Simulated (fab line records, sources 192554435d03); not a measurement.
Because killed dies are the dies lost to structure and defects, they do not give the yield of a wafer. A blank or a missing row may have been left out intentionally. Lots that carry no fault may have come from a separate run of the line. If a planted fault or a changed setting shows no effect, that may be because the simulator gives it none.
fab line records    flow n5_finfet
record: lots: 10  wafers: 30  last_day: 17
route steps=1938 shown BEOL_M15@1793 PASSIVATION@1936
lots with no fault: from the same line, run without faults
start_h: start of the lot's first displayed wafer, in hours after the record's first day    wait_h: hours since the lot's step before    " identical to the entry in the row above    L1.1+2: several wafers, shown together as one row    - no value present, or no start provided    * or withheld: withheld    < > ~ a bound
route shown NAME@n: a module of which the file shows steps, and the number in the route of the first    usual: mean/standard deviation of fault-free wafers    same: alike in all rows    chamber/n: place in a boat    sites: the reading at each site    _std_site: standard deviation of those values    _edge_site: inner sites' mean taken away from outer sites' mean    radius_mm: for every site, how far away it sits from the centre of the wafer    mask NAME#n: copy n    behind: tool/chamber where the wafer was last shaped    hold: what put the lot on hold/how long, in hours/how the hold closed    device: names the non-switching transistor (n, p or np)    end of line: at the end of the route, the tests of the same wafers    step lacking rows: just its recipe    killed: not the wafer's yield, but the dies lost to structure and defects at the first sort    map: a wafer's dies, x killed, . not, _ none there
set.NAME: the setting as run; set.NAME@STEP: as run at that earlier step    model.NAME: the simulator's own value behind a step, which no gauge read
one table for each step of the route and one row for each wafer, over a sample of lots
services: when a tool's chamber went out of use (start_h, in hours from the record's first day, below 0 if earlier), for how many hours, and the reason
== steps ==
step: N5_BEOL_M15_CD_MEAS_17
recipe: target_cd_nm: 360  polarity: opening
usual: cd_nm: 361.1/2.1
lot.wafer  tool       chamber  start_h  wait_h  cd_nm
L984.2     cd_sem-03  -        263.72   0.0     355.9
L984.5     "          -        "        "       355.7
L984.6     "          -        "        "       358.5
L983.1     cd_sem-03  -        266.17   0.0     362.7
L983.2     "          -        "        "       358.6
L983.3     "          -        "        "       363.5
L985.3     cd_sem-01  -        272.15   0.0     360.7
L985.4     "          -        "        "       360.7
L985.5     "          -        "        "       361.9
L990.2     cd_sem-02  -        294.41   0.0     360.0
L990.5     "          -        "        "       356.8
L990.6     "          -        "        "       362.5
L992.1     cd_sem-03  -        311.28   0.0     360.4
L992.4     "          -        "        "       362.3
L992.6     "          -        "        "       360.8
L993.1     cd_sem-02  -        319.97   0.0     363.4
L993.3     "          -        "        "       360.8
L993.4     "          -        "        "       363.9
L994.3     cd_sem-03  -        323.05   0.0     357.9
L994.5     "          -        "        "       360.4
L994.6     "          -        "        "       362.4
L104.3     cd_sem-02  -        387.63   0.0     360.2
L104.4     "          -        "        "       362.3
L104.5     "          -        "        "       362.4
L105.3     cd_sem-02  -        396.72   0.0     360.5
L105.5     "          -        "        "       358.7
L105.6     "          -        "        "       361.8
L106.1     cd_sem-03  -        400.81   0.0     360.7
L106.3     "          -        "        "       358.7
L106.5     "          -        "        "       362.7
step: N5_BEOL_M15_TRENCH_ETCH_34
recipe: chemistry: C4F8/O2/Ar  target: SiO2  target_depth_a: 8729.3  he_inner_torr: 15  he_outer_torr: 30  time_s: 199  ion_energy_ev: 800  pressure_mtorr: 20  source_w: 1905  bias_w: 2040  Ar_flow_sccm: 400  C4F8_flow_sccm: 16  O2_flow_sccm: 12
usual: bias_w: 2038/5.7  drypump_motor_current_A: 5.8/0.39  oes_product_au: 0.79/0.098  rf_fwd_power_W: 1900/6.6  rf_vpp_V: 2216/27  showerhead_plenum_p_Torr: 3.40/0.13  throttle_valve_pct: 31.0/0.35
lot.wafer  tool         chamber  start_h  wait_h  bias_w  drypump_motor_current_A  oes_product_au  rf_fwd_power_W  rf_hours_counter_h  rf_vpp_V  showerhead_plenum_p_Torr  throttle_valve_pct
L984.2     rie_diel-06  3        264.95   0.0     2038    6.2                      0.71            1908            187                 2221      3.41                      31.4
L984.5     "            2        "        "       2032    5.7                      0.78            1896            -                   2191      3.17                      31.1
L984.6     "            3        "        "       2038    6.2                      0.71            1894            -                   2221      3.41                      31.4
L983.1     rie_diel-06  2        267.22   0.0     2045    5.6                      0.77            1915            160                 2192      3.17                      31.0
L983.2     "            3        "        "       2047    6.2                      0.71            1896            188                 2222      3.41                      31.4
L983.3     "            0        "        "       2031    5.7                      0.72            1899            185                 2191      3.43                      31.1
L985.3     rie_diel-01  0        273.42   0.0     2043    6.2                      0.69            1894            237                 2219      3.27                      31.2
L985.4     "            1        "        "       2036    6.1                      0.68            1905            -                   2222      3.39                      31.1
L985.5     "            0        "        "       2041    6.2                      0.69            1901            -                   2218      3.27                      31.2
L990.2     rie_diel-06  0        295.46   0.0     2036    5.7                      0.72            1904            195                 2190      3.43                      31.2
L990.5     "            1        "        "       2045    5.2                      0.93            1908            -                   2200      3.36                      30.2
L990.6     "            0        "        "       2044    5.7                      0.72            1896            -                   2190      3.43                      31.2
L992.1     rie_diel-01  2        312.46   0.0     2035    5.2                      0.85            1899            48                  2240      3.35                      30.9
L992.4     "            3        "        "       2033    5.7                      0.68            1904            -                   2214      3.55                      31.3
L992.6     "            2        "        "       2045    5.2                      0.86            1901            -                   2240      3.35                      30.9
L993.1     rie_diel-06  2        321.06   0.0     2046    5.7                      0.76            1896            175                 2191      3.17                      31.1
L993.3     "            1        "        "       2032    5.2                      0.91            1910            12                  2201      3.36                      30.3
L993.4     "            3        "        "       2047    6.2                      0.71            1902            203                 2220      3.40                      31.5
L994.3     rie_diel-05  0        324.62   0.0     2034    6.4                      0.87            1898            41                  2214      3.61                      31.1
L994.5     "            3        "        "       2036    6.2                      1.03            1897            -                   2277      3.53                      30.9
L994.6     "            0        "        "       2042    6.4                      0.87            1896            -                   2216      3.61                      31.1
L104.3     rie_diel-05  0        389.07   0.0     2034    6.4                      0.84            1896            60                  2215      3.60                      31.1
L104.4     "            3        "        "       2039    6.2                      0.96            1905            20                  2278      3.52                      31.0
L104.5     "            1        "        "       2033    6.0                      0.70            1894            -                   2201      3.40                      30.7
L105.3     rie_diel-01  1        397.95   0.0     2037    6.1                      0.88            1892            24                  2221      3.37                      30.9
L105.5     "            2        "        "       2041    5.2                      0.81            1897            -                   2239      3.33                      30.9
L105.6     "            3        "        "       2039    5.6                      0.96            1896            -                   2212      3.54                      31.1
L106.1     rie_diel-01  2        402.07   0.0     2047    5.2                      0.81            1895            81                  2238      3.33                      30.9
L106.3     "            3        "        "       2043    5.6                      0.95            1903            10                  2213      3.54                      31.2
L106.5     "            1        "        "       2040    6.1                      0.89            1900            -                   2219      3.37                      30.9
step: N5_BEOL_M15_STRIP_37
recipe: chemistry: O2  power_w: 600  temp_c: 60  pressure_mtorr: 30  rf_frequency_hz: 6e+07  bias_power_w: 0  overash_fraction: 0.3  o2_flow_sccm: 225
usual: drypump_motor_current_A: 5.9/0.38  oes_product_au: 0.81/0.11  rf_vpp_V: 3.7/0.7  showerhead_plenum_p_Torr: 2.11/0.092  throttle_valve_pct: 16.66/0.29
lot.wafer  tool         chamber  start_h  wait_h  drypump_motor_current_A  oes_product_au  rf_hours_counter_h  rf_vpp_V  showerhead_plenum_p_Torr  throttle_valve_pct
L984.2     rie_diel-01  0        -        -       6.2                      0.70            235                 4.0       1.98                      16.84
L984.5     "            0        "        "       6.2                      0.70            -                   2.4       1.98                      16.82
L984.6     "            1        "        "       6.1                      0.69            -                   3.8       2.06                      16.95
L983.1     rie_diel-06  0        -        -       5.7                      0.73            186                 4.9       2.07                      16.77
L983.2     "            3        "        "       6.2                      0.72            189                 3.9       2.08                      17.14
L983.3     "            2        "        "       5.6                      0.77            161                 3.1       1.92                      16.83
L985.3     rie_diel-01  3        -        -       5.6                      0.69            220                 3.5       2.17                      17.00
L985.4     "            0        "        "       6.2                      0.70            -                   5.1       1.98                      16.84
L985.5     "            1        "        "       6.1                      0.69            -                   4.6       2.06                      16.94
L990.2     rie_diel-05  0        -        -       6.4                      0.89            30                  3.2       2.22                      16.78
L990.5     "            2        "        "       6.2                      0.95            -                   4.1       2.24                      16.17
L990.6     "            1        "        "       6.0                      0.71            -                   3.2       2.07                      16.53
L992.1     rie_diel-05  2        -        -       6.2                      0.93            16                  3.4       2.24                      16.17
L992.4     "            1        "        "       6.0                      0.70            -                   3.7       2.07                      16.55
L992.6     "            0        "        "       6.4                      0.87            -                   3.6       2.22                      16.77
L993.1     rie_diel-05  1        -        -       6.1                      0.70            216                 3.5       2.07                      16.56
L993.3     "            0        "        "       6.4                      0.85            42                  3.6       2.21                      16.81
L993.4     "            3        "        "       6.1                      0.99            2                   4.6       2.16                      16.56
L994.3     rie_diel-01  3        -        -       5.6                      0.68            242                 4.2       2.16                      17.03
L994.5     "            2        "        "       5.2                      0.83            -                   2.7       2.05                      16.59
L994.6     "            1        "        "       6.1                      0.97            -                   4.5       2.05                      16.51
L104.3     rie_diel-06  1        -        -       5.2                      0.87            34                  3.0       2.05                      16.20
L104.4     "            2        "        "       5.7                      0.73            194                 4.4       1.91                      16.86
L104.5     "            2        "        "       5.6                      0.75            -                   2.7       1.91                      16.89
L105.3     rie_diel-05  2        -        -       6.2                      0.88            39                  4.4       2.23                      16.22
L105.5     "            3        "        "       6.1                      0.95            -                   3.9       2.15                      16.59
L105.6     "            2        "        "       6.2                      0.87            -                   3.2       2.23                      16.21
L106.1     rie_diel-06  2        -        -       5.6                      0.74            197                 4.0       1.91                      16.90
L106.3     "            3        "        "       6.2                      0.69            226                 5.1       2.07                      17.18
L106.5     "            0        "        "       5.7                      0.69            -                   2.7       2.05                      16.85
step: N5_BEOL_M15_ETCH_38
recipe: chemistry: CF4/N2  target: SiCN  target_depth_a: 1064  taper_deg: 2  time_s: 120.5  ion_energy_ev: 150  mask_material: SiO2  pressure_mtorr: 40  source_w: 430  bias_w: 70  Ar_flow_sccm: 100  cf4_flow_sccm: 60  n2_flow_sccm: 60
usual: bias_w: 69.97/0.23  drypump_motor_current_A: 5.9/0.38  oes_product_au: 0.82/0.11  rf_fwd_power_W: 428.6/1.4  rf_vpp_V: 382.5/2.3  showerhead_plenum_p_Torr: 2.22/0.093  throttle_valve_pct: 15.4/0.3
lot.wafer  tool         chamber  start_h  wait_h  bias_w  drypump_motor_current_A  oes_product_au  rf_fwd_power_W  rf_hours_counter_h  rf_vpp_V  showerhead_plenum_p_Torr  throttle_valve_pct
L984.2     rie_diel-01  0        269.64   -       69.57   6.2                      0.69            428.4           235                 379.7     2.09                      15.6
L984.5     "            0        "        "       69.68   6.2                      0.70            429.3           -                   379.4     2.09                      15.6
L984.6     "            1        "        "       69.50   6.1                      0.68            430.7           -                   380.9     2.17                      15.7
L983.1     rie_diel-06  0        270.30   -       69.85   5.7                      0.72            429.5           186                 382.3     2.20                      15.7
L983.2     "            3        "        "       70.06   6.2                      0.72            427.8           189                 381.7     2.19                      15.9
L983.3     "            2        "        "       70.09   5.6                      0.78            429.3           161                 377.4     2.03                      15.6
L985.3     rie_diel-01  3        275.86   -       69.78   5.6                      0.70            430.3           220                 383.9     2.28                      15.7
L985.4     "            0        "        "       70.15   6.2                      0.69            426.5           -                   378.7     2.09                      15.6
L985.5     "            1        "        "       69.83   6.1                      0.68            430.5           -                   380.9     2.17                      15.8
L990.2     rie_diel-05  0        299.57   -       69.90   6.4                      0.90            432.0           30                  385.4     2.34                      15.6
L990.5     "            2        "        "       69.72   6.2                      0.96            429.0           -                   386.7     2.35                      14.9
L990.6     "            1        "        "       70.07   6.1                      0.73            428.1           -                   382.1     2.19                      15.4
L992.1     rie_diel-05  2        315.64   -       69.48   6.2                      0.94            427.4           16                  386.9     2.35                      14.9
L992.4     "            1        "        "       69.78   6.0                      0.71            430.3           -                   382.7     2.19                      15.4
L992.6     "            0        "        "       69.85   6.4                      0.88            430.4           -                   387.1     2.34                      15.6
L993.1     rie_diel-05  1        330.84   -       70.00   6.1                      0.72            428.2           216                 381.7     2.19                      15.4
L993.3     "            0        "        "       70.02   6.4                      0.87            430.2           42                  385.9     2.33                      15.6
L993.4     "            3        "        "       69.38   6.1                      1.03            426.7           2                   384.5     2.27                      15.3
L994.3     rie_diel-01  3        334.60   -       69.84   5.6                      0.69            428.3           242                 385.0     2.27                      15.8
L994.5     "            2        "        "       70.02   5.2                      1.15            429.6           -                   381.9     2.14                      15.3
L994.6     "            1        "        "       69.62   6.1                      1.28            428.2           -                   380.3     2.16                      15.3
L104.3     rie_diel-06  1        390.57   -       69.49   5.2                      0.88            429.3           34                  381.7     2.16                      15.0
L104.4     "            2        "        "       69.77   5.6                      0.76            430.2           194                 377.0     2.02                      15.7
L104.5     "            2        "        "       69.86   5.6                      0.77            429.9           -                   376.7     2.02                      15.7
L105.3     rie_diel-05  2        398.76   -       69.97   6.2                      0.89            428.8           39                  385.8     2.34                      15.0
L105.5     "            3        "        "       70.19   6.1                      0.97            427.4           -                   382.5     2.26                      15.3
L105.6     "            2        "        "       69.61   6.2                      0.89            429.9           -                   384.0     2.34                      15.0
L106.1     rie_diel-06  2        403.08   -       70.08   5.7                      0.76            426.3           197                 378.2     2.02                      15.7
L106.3     "            3        "        "       70.16   6.2                      0.68            428.8           226                 381.8     2.18                      15.9
L106.5     "            0        "        "       70.08   5.7                      0.69            427.5           -                   382.6     2.18                      15.7
step: N5_PASSIVATION_PROBE_49
usual: defect_limited_yield: 91.4/1.5  killed_at_M0_to_M3: 32/9.8  killed_at_M4_up: 15/5.6  killed_at_contacts: 12/5.4  killed_at_front_end: 40/13  killed_at_other: 3.0/2.1  killed_dies: 102/17  killed_on_rim: 14/4.4  killed_open: 67/13  killed_short: 32/7.1  sort_bin_5_function: 5.1/0.96  sort_bin_6_memory: 3.2/0.7  sort_bin_8_speed: 0.0/0.3  sort_n_pass: 1078/18  sort_yield_pct: 91.3/1.5
same: gross_dies: 1180  killed_at_back_side: 0  sort_bin_4_leakage[%]: 0
lot.wafer  tool       chamber  start_h  wait_h  defect_limited_yield[%]  killed_at_M0_to_M3  killed_at_M4_up  killed_at_contacts  killed_at_front_end  killed_at_other  killed_dies  killed_on_rim  killed_open  killed_short  sort_bin_5_function[%]  sort_bin_6_memory[%]  sort_bin_8_speed[%]  sort_n_pass  sort_yield_pct[%]
L983.1     prober-01  -        287.99   0.0     90.8                     36                  11               15                  44                   3                109          18             78           27            6.1                     3.1                   0                    1071         90.8
L983.2     prober-01  -        288.04   0.1     92.1                     17                  28               15                  32                   1                93           16             66           26            5.0                     2.5                   0                    1087         92.1
L983.3     prober-01  -        288.09   0.1     92.0                     32                  9                20                  31                   2                94           19             59           34            5.5                     2.0                   0                    1086         92.0
L984.2     prober-02  -        289.50   0.1     91.0                     47                  15               10                  32                   2                106          15             69           35            5.4                     3.3                   0                    1074         91.0
L984.5     prober-02  -        289.65   0.2     90.5                     26                  24               10                  47                   5                112          13             82           28            6.4                     3.1                   0                    1068         90.5
L984.6     prober-02  -        289.70   0.3     89.5                     48                  21               12                  43                   0                124          15             92           31            5.8                     4.5                   0                    1056         89.5
L985.3     prober-02  -        291.86   0.1     91.5                     39                  9                10                  39                   3                100          8              66           32            5.5                     2.6                   0                    1080         91.5
L985.4     prober-02  -        291.91   0.2     89.8                     27                  15               17                  61                   0                120          24             81           37            5.5                     4.3                   0                    1060         89.8
L985.5     prober-02  -        291.96   0.2     91.9                     21                  13               14                  46                   1                95           16             65           25            5.3                     2.3                   1.1                  1072         90.8
L990.2     prober-01  -        315.29   0.1     92.5                     17                  25               14                  30                   3                89           19             53           27            4.2                     2.5                   0                    1091         92.5
L990.5     prober-01  -        315.44   0.2     92.4                     22                  25               6                   34                   3                90           15             57           24            4.7                     2.2                   0                    1090         92.4
L990.6     prober-01  -        315.49   0.3     93.0                     32                  14               5                   30                   2                83           8              52           28            4.5                     2.3                   0                    1097         93.0
L992.1     prober-01  -        331.80   0.0     91.1                     26                  25               10                  42                   2                105          9              74           31            4.2                     4.3                   0                    1075         91.1
L992.4     prober-01  -        331.95   0.2     89.8                     21                  16               15                  62                   6                120          14             79           36            5.4                     4.0                   0                    1060         89.8
L992.6     prober-01  -        332.05   0.3     90.8                     23                  23               5                   49                   8                108          21             75           30            5.3                     3.5                   0                    1072         90.8
L993.1     prober-01  -        347.44   0.0     92.5                     30                  19               11                  29                   0                89           11             60           26            5.2                     2.2                   0                    1091         92.5
L993.3     prober-01  -        347.54   0.1     89.3                     58                  17               20                  28                   3                126          26             72           49            6.4                     3.5                   0                    1054         89.3
L993.4     prober-01  -        347.59   0.2     90.2                     50                  16               11                  35                   4                116          14             76           36            5.8                     3.8                   0                    1064         90.2
L994.3     prober-02  -        352.50   0.1     91.9                     11                  13               27                  44                   0                95           17             62           25            3.8                     3.6                   0                    1085         91.9
L994.5     prober-02  -        352.60   0.2     92.8                     26                  13               11                  32                   3                85           8              54           30            4.7                     2.3                   0                    1095         92.8
L994.6     prober-02  -        352.65   0.3     93.7                     18                  15               15                  25                   1                74           11             41           31            3.5                     2.5                   0                    1106         93.7
L104.3     prober-02  -        408.93   0.1     93.4                     29                  9                5                   29                   6                78           6              43           33            3.8                     2.4                   0                    1102         93.4
L104.4     prober-02  -        408.98   0.2     91.3                     44                  8                10                  30                   11               103          10             62           40            5.0                     3.5                   0                    1077         91.3
L104.5     prober-02  -        409.03   0.2     88.5                     49                  16               14                  56                   1                136          14             80           50            6.9                     3.6                   0                    1044         88.5
L105.3     prober-01  -        413.68   0.1     92.6                     32                  13               16                  24                   2                87           7              54           32            4.2                     2.9                   0                    1093         92.6
L105.5     prober-01  -        413.78   0.2     92.4                     19                  9                20                  40                   2                90           8              69           20            4.1                     3.6                   0                    1090         92.4
L105.6     prober-01  -        413.83   0.3     91.6                     33                  8                13                  43                   2                99           8              63           36            4.9                     3.1                   0                    1081         91.6
L106.1     prober-02  -        418.77   0.0     89.8                     44                  10               7                   54                   5                120          19             78           40            5.8                     3.9                   0                    1060         89.8
L106.3     prober-02  -        418.87   0.1     91.6                     39                  12               3                   41                   4                99           12             60           36            5.3                     2.6                   0                    1081         91.6
L106.5     prober-02  -        418.97   0.2     90.7                     45                  20               5                   35                   5                110          10             77           30            5.8                     3.1                   0                    1070         90.7
killed by level:class
L983.1 STI_FIN_REVEAL:geometric_particle:open=14 MOL_CONTACT_COAG:geometric_particle:open=13 BEOL_M0_SAQP:geometric_particle:open=12 FIN_SAQP:geometric_particle:open=9 BEOL_M0_SAQP:geometric_particle:short=7 BEOL_M2:geometric_particle:open=5 BEOL_M3:geometric_particle:open=5 ILD0:geometric_particle:open=4
L983.2 BEOL_M4:geometric_particle:open=20 MOL_CONTACT_COAG:geometric_particle:open=12 STI_FIN_REVEAL:geometric_particle:open=10 BEOL_M0_SAQP:geometric_particle:short=5 STARTING-WAFER:geometric_particle:open=5 GATE_CUT:geometric_particle:open=3 MOL_CONTACT_COAG:geometric_particle:short=3 BEOL_M1:geometric_particle:open=3
L983.3 MOL_CONTACT_COAG:geometric_particle:open=11 BEOL_M0_SAQP:geometric_particle:open=11 STI_FIN_REVEAL:geometric_particle:open=8 BEOL_M0_SAQP:geometric_particle:short=8 MOL_CONTACT_COAG:geometric_particle:short=8 GATE_CUT:geometric_particle:short=7 BEOL_M3:geometric_particle:open=6 FIN_SAQP:geometric_particle:open=3
L984.2 BEOL_M0_SAQP:geometric_particle:open=15 STI_FIN_REVEAL:geometric_particle:open=13 BEOL_M0_SAQP:geometric_particle:short=13 BEOL_M3:geometric_particle:open=8 MOL_CONTACT_COAG:geometric_particle:open=7 BEOL_M2:geometric_particle:open=6 FIN_SAQP:geometric_particle:short=4 DUMMY_GATE:geometric_particle:open=4
L984.5 STI_FIN_REVEAL:geometric_particle:open=15 FIN_SAQP:geometric_particle:open=13 BEOL_M0_SAQP:geometric_particle:short=7 MOL_CONTACT_COAG:geometric_particle:open=7 BEOL_M1:geometric_particle:open=6 BEOL_M4:geometric_particle:open=6 FIN_SAQP:geometric_particle:short=4 DUMMY_GATE:geometric_particle:open=4
L984.6 BEOL_M2:geometric_particle:open=16 STI_FIN_REVEAL:geometric_particle:open=15 BEOL_M0_SAQP:geometric_particle:open=13 BEOL_M4:geometric_particle:open=11 MOL_CONTACT_COAG:geometric_particle:open=9 FIN_SAQP:geometric_particle:short=7 GATE_CUT:geometric_particle:open=6 BEOL_M0_SAQP:geometric_particle:short=6
L985.3 STI_FIN_REVEAL:geometric_particle:open=11 MOL_CONTACT_COAG:geometric_particle:open=8 BEOL_M2:geometric_particle:open=8 BEOL_M0_SAQP:geometric_particle:short=7 BEOL_M0_SAQP:geometric_particle:open=7 BEOL_M1:geometric_particle:open=7 GATE_CUT:geometric_particle:short=4 BEOL_M2:geometric_particle:short=4
L985.4 STI_FIN_REVEAL:geometric_particle:open=17 FIN_SAQP:geometric_particle:open=15 BEOL_M1:geometric_particle:open=13 MOL_CONTACT_COAG:geometric_particle:open=13 FIN_SAQP:geometric_particle:short=7 GATE_CUT:geometric_particle:short=7 STI_FIN_REVEAL:geometric_particle:short=5 BEOL_M4:geometric_particle:open=5
L985.5 STI_FIN_REVEAL:geometric_particle:open=13 MOL_CONTACT_COAG:geometric_particle:open=12 GATE_CUT:geometric_particle:short=7 BEOL_M2:geometric_particle:open=6 BEOL_M4:geometric_particle:open=6 FIN_SAQP:geometric_particle:open=5 ILD0:geometric_particle:open=4 BEOL_M0_SAQP:geometric_particle:short=3
L990.2 BEOL_M4:geometric_particle:open=12 MOL_CONTACT_COAG:geometric_particle:open=9 MOL_CONTACT_COAG:geometric_particle:short=5 BEOL_M1:geometric_particle:open=5 HKMG_FIN:area_etch=5 FIN_SAQP:geometric_particle:open=4 FIN_SAQP:geometric_particle:short=4 BEOL_M2:geometric_particle:open=4
L990.5 BEOL_M4:geometric_particle:open=10 BEOL_M1:geometric_particle:open=7 DUMMY_GATE:geometric_particle:open=6 HKMG_FIN:area_etch=6 MOL_CONTACT_COAG:geometric_particle:open=4 BEOL_M0_SAQP:geometric_particle:open=4 BEOL_M2:geometric_particle:open=4 STARTING-WAFER:geometric_particle:short=4
L990.6 BEOL_M2:geometric_particle:open=11 DUMMY_GATE:geometric_particle:open=8 BEOL_M0_SAQP:geometric_particle:short=5 BEOL_M0_SAQP:geometric_particle:open=5 BEOL_M1:geometric_particle:open=5 BEOL_M4:geometric_particle:open=5 DUMMY_GATE:geometric_particle:short=4 GATE_CUT:geometric_particle:short=3
L992.1 BEOL_M4:geometric_particle:open=12 FIN_SAQP:geometric_particle:open=9 STI_FIN_REVEAL:geometric_particle:open=9 FIN_SAQP:geometric_particle:short=6 MOL_CONTACT_COAG:geometric_particle:open=6 BEOL_M2:geometric_particle:open=5 MOL_CONTACT_COAG:geometric_particle:short=4 BEOL_M0_SAQP:geometric_particle:open=4
L992.4 STI_FIN_REVEAL:geometric_particle:open=20 MOL_CONTACT_COAG:geometric_particle:open=13 BEOL_M0_SAQP:geometric_particle:open=8 FIN_SAQP:geometric_particle:open=7 FIN_SAQP:geometric_particle:short=6 GATE_CUT:geometric_particle:short=6 GATE_CUT:geometric_particle:open=5 HKMG_FIN:area_etch=5
L992.6 STI_FIN_REVEAL:geometric_particle:open=10 BEOL_M4:geometric_particle:open=9 FIN_SAQP:geometric_particle:open=8 FIN_SAQP:geometric_particle:short=7 BEOL_M0_SAQP:geometric_particle:open=7 GATE_CUT:geometric_particle:open=6 MOL_CONTACT_COAG:geometric_particle:open=5 BEOL_M7:geometric_particle:open=5
L993.1 BEOL_M1:geometric_particle:open=9 MOL_CONTACT_COAG:geometric_particle:open=8 BEOL_M0_SAQP:geometric_particle:open=6 STARTING-WAFER:geometric_particle:short=6 DUMMY_GATE:geometric_particle:open=5 BEOL_M4:geometric_particle:open=5 BEOL_M6:geometric_particle:open=5 BEOL_M2:geometric_particle:open=4
L993.3 MOL_CONTACT_COAG:geometric_particle:open=16 BEOL_M0_SAQP:geometric_particle:short=13 BEOL_M3:geometric_particle:open=11 BEOL_M1:geometric_particle:short=8 BEOL_M1:geometric_particle:open=8 FIN_SAQP:geometric_particle:short=7 STI_FIN_REVEAL:geometric_particle:open=7 BEOL_M4:geometric_particle:open=7
L993.4 FIN_SAQP:geometric_particle:short=9 MOL_CONTACT_COAG:geometric_particle:open=9 BEOL_M1:geometric_particle:open=9 FIN_SAQP:geometric_particle:open=8 BEOL_M2:geometric_particle:open=8 BEOL_M3:geometric_particle:open=8 BEOL_M0_SAQP:geometric_particle:open=7 BEOL_M0_SAQP:geometric_particle:short=6
L994.3 MOL_CONTACT_COAG:geometric_particle:open=22 BEOL_M5:geometric_particle:open=8 HKMG_FIN:area_etch=6 FIN_SAQP:geometric_particle:short=5 STI_FIN_REVEAL:geometric_particle:open=5 STARTING-WAFER:geometric_particle:open=5 GATE_CUT:geometric_particle:short=4 MOL_CONTACT_COAG:geometric_particle:short=4
L994.5 BEOL_M0_SAQP:geometric_particle:short=12 MOL_CONTACT_COAG:geometric_particle:open=8 STI_FIN_REVEAL:geometric_particle:open=7 GATE_CUT:geometric_particle:open=7 GATE_CUT:geometric_particle:short=6 STARTING-WAFER:geometric_particle:open=5 BEOL_M0_SAQP:geometric_particle:open=4 BEOL_M8:geometric_particle:open=3
L994.6 MOL_CONTACT_COAG:geometric_particle:open=11 GATE_CUT:geometric_particle:short=7 FIN_SAQP:geometric_particle:short=5 BEOL_M1:geometric_particle:open=5 BEOL_M0_SAQP:geometric_particle:short=5 MOL_CONTACT_COAG:geometric_particle:short=4 BEOL_M4:geometric_particle:open=4 BEOL_M5:geometric_particle:open=4
L104.3 BEOL_M3:geometric_particle:open=7 GATE_CUT:geometric_particle:short=6 BEOL_M0_SAQP:geometric_particle:short=6 BEOL_M0_SAQP:geometric_particle:open=6 FIN_SAQP:geometric_particle:short=5 STI_FIN_REVEAL:geometric_particle:open=5 MOL_CONTACT_COAG:geometric_particle:open=5 BEOL_M2:geometric_particle:open=5
L104.4 BEOL_M3:geometric_particle:open=11 BEOL_M0_SAQP:geometric_particle:open=8 MOL_CONTACT_COAG:geometric_particle:open=7 BEOL_M0_SAQP:geometric_particle:short=7 FIN_SAQP:geometric_particle:open=6 FIN_SAQP:geometric_particle:short=6 BEOL_M2:geometric_particle:open=6 BEOL_M0:geometric_particle:open=4
L104.5 BEOL_M3:geometric_particle:open=15 MOL_CONTACT_COAG:geometric_particle:open=12 BEOL_M0_SAQP:geometric_particle:short=11 STI_FIN_REVEAL:geometric_particle:open=10 FIN_SAQP:geometric_particle:open=9 BEOL_M0_SAQP:geometric_particle:open=7 FIN_SAQP:geometric_particle:short=6 GATE_CUT:geometric_particle:short=6
L105.3 BEOL_M0_SAQP:geometric_particle:short=12 MOL_CONTACT_COAG:geometric_particle:open=10 BEOL_M0_SAQP:geometric_particle:open=9 MOL_CONTACT_COAG:geometric_particle:short=6 GATE_CUT:geometric_particle:short=5 BEOL_M3:geometric_particle:open=4 BEOL_M4:geometric_particle:open=4 DUMMY_GATE:geometric_particle:open=3
L105.5 STI_FIN_REVEAL:geometric_particle:open=18 MOL_CONTACT_COAG:geometric_particle:open=18 BEOL_M0_SAQP:geometric_particle:open=7 BEOL_M0_SAQP:geometric_particle:short=5 FIN_SAQP:geometric_particle:open=4 BEOL_M1:geometric_particle:open=4 FIN_SAQP:geometric_particle:short=3 DUMMY_GATE:geometric_particle:open=3
L105.6 BEOL_M0_SAQP:geometric_particle:open=15 BEOL_M0_SAQP:geometric_particle:short=13 FIN_SAQP:geometric_particle:open=9 FIN_SAQP:geometric_particle:short=8 MOL_CONTACT_COAG:geometric_particle:open=8 DUMMY_GATE:geometric_particle:open=7 STI_FIN_REVEAL:geometric_particle:open=5 MOL_CONTACT_COAG:geometric_particle:short=5
L106.1 STI_FIN_REVEAL:geometric_particle:open=22 BEOL_M1:geometric_particle:open=12 BEOL_M2:geometric_particle:open=11 BEOL_M0_SAQP:geometric_particle:open=7 FIN_SAQP:geometric_particle:short=6 GATE_CUT:geometric_particle:short=5 MOL_CONTACT_COAG:geometric_particle:open=5 BEOL_M0_SAQP:geometric_particle:short=5
L106.3 STI_FIN_REVEAL:geometric_particle:open=12 BEOL_M0_SAQP:geometric_particle:open=11 GATE_CUT:geometric_particle:short=8 BEOL_M3:geometric_particle:open=8 BEOL_M1:geometric_particle:short=6 FIN_SAQP:geometric_particle:short=5 BEOL_M7:geometric_particle:open=5 DUMMY_GATE:geometric_particle:open=4
L106.5 STI_FIN_REVEAL:geometric_particle:open=14 BEOL_M1:geometric_particle:open=8 BEOL_M4:geometric_particle:open=8 BEOL_M3:geometric_particle:open=7 BEOL_M0_SAQP:geometric_particle:short=7 BEOL_M2:geometric_particle:open=7 FIN_SAQP:geometric_particle:open=6 BEOL_M0_SAQP:geometric_particle:open=6
== services ==
tool         chamber  start_h  hours  kind
rie_diel-05  1        244.64   5.5    repair
rie_diel-01  0        249.43   3.8    repair
rie_diel-05  2        250.16   -      clean
rie_diel-05  2        250.16   -      consumable_replace:focus_ring
rie_diel-05  2        250.16   -      consumable_replace:showerhead
rie_diel-05  2        250.16   21.8   scheduled_down
rie_diel-05  2        250.16   21.8   vent_cycle
rie_diel-06  1        259.30   -      clean
rie_diel-06  1        259.30   -      consumable_replace:focus_ring
rie_diel-06  1        259.30   16.3   scheduled_down
rie_diel-06  1        259.30   16.3   vent_cycle
rie_diel-01  2        265.90   16.8   repair
rie_diel-05  3        298.74   -      clean
rie_diel-05  3        298.74   -      consumable_replace:focus_ring
rie_diel-05  3        298.74   22.1   scheduled_down
rie_diel-05  3        298.74   22.1   vent_cycle
rie_diel-01  1        303.50   -      clean
rie_diel-01  1        303.50   -      consumable_replace:focus_ring
rie_diel-01  1        303.50   23.9   scheduled_down
rie_diel-01  1        303.50   23.9   vent_cycle
rie_diel-01  0        327.72   -      clean
rie_diel-01  0        327.72   -      consumable_replace:focus_ring
rie_diel-05  -        370.65   0.8    repair
rie_diel-06  2        372.79   4.4    repair
== key ==
first_sign: step: N5_BEOL_M15_ETCH_38  reading: oes_product_au  direction: up  sigmas: 3.6  usual: 0.82  struck: 1.22
effect none on later readings
met_at N5_BEOL_M15_ETCH_38
struck_lots L994
struck_wafers L994.5,L994.6
not_acting_at N5_BEOL_M15_CD_MEAS_17,N5_BEOL_M15_TRENCH_ETCH_34,N5_BEOL_M15_STRIP_37
onset_between 275.86 334.60
fault: kind: process_parameter_drift  tool: rie_diel-01  chamber: -  onset_h: 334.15  steps: N5_BEOL_M15_ETCH_38  channel: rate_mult  offset: 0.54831  shape: step  end_h: 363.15  scope: struck_wafers_only
